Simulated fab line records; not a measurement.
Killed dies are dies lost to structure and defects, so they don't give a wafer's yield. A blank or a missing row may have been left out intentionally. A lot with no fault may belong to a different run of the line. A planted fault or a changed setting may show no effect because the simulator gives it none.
Matching of chambers || flow nandHarc || NHARC_P_M2_PRE_CLEAN_32 on pecvd-02 has 3 sister chambers
The step time 12 s. 3 wafers are shown with their chamber, then 9 later ones without.

## WAFERS, EACH WITH ITS CHAMBER
{"wafer": "L089.1", "chamber": 0, "heaterPowerW (W)": 676}
{"wafer": "L089.2", "chamber": 2, "heaterPowerW (W)": 696}
{"wafer": "L089.5", "chamber": 1, "heaterPowerW (W)": 617}

## WAFERS MISSING THEIR CHAMBER
{"wafer": "L091.1", "heaterPowerW (W)": 727}
{"wafer": "L091.4", "heaterPowerW (W)": 689}
{"wafer": "L091.6", "heaterPowerW (W)": 653}
{"wafer": "L094.1", "heaterPowerW (W)": 757}
{"wafer": "L094.4", "heaterPowerW (W)": 642}
{"wafer": "L094.6", "heaterPowerW (W)": 764}
{"wafer": "L097.2", "heaterPowerW (W)": 536}
{"wafer": "L097.4", "heaterPowerW (W)": 709}
{"wafer": "L097.6", "heaterPowerW (W)": 670}

## EACH ONE'S CHAMBER
{"wafer": "L091.1", "from the rows above": "can't be placed: 2 or 0 or 1", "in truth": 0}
{"wafer": "L091.4", "from the rows above": "can't be placed: 2 or 0 or 1", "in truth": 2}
{"wafer": "L091.6", "from the rows above": "can't be placed: 0 or 1 or 2", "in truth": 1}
{"wafer": "L094.1", "from the rows above": "can't be placed: 2 or 0 or 1", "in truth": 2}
{"wafer": "L094.4", "from the rows above": "can't be placed: 1 or 0 or 2", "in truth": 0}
{"wafer": "L094.6", "from the rows above": "can't be placed: 2 or 0 or 1", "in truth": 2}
{"wafer": "L097.2", "from the rows above": "can't be placed: 1 or 0 or 2", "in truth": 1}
{"wafer": "L097.4", "from the rows above": "can't be placed: 2 or 0 or 1", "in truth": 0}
{"wafer": "L097.6", "from the rows above": "can't be placed: 0 or 2 or 1", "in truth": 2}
Placed correctly: 0 of 9. These rows do not allow placing 9 (true chamber among the candidates in 9). 0 placed wrongly.
How it was worked out, from the rows above alone: a wafer's distance from a chamber is the root of the sum, over the readings, of the square of ((its reading less the chamber's mean) divided by the reading's scatter). If the next closest chamber is less than 2 further off than the closest, the wafer can't be placed; otherwise it belongs to the closest. A chamber's mean is the mean of its shown wafers. The scatter: root of mean squared gap, hidden wafer to nearest shown wafer, with one shown wafer a chamber.
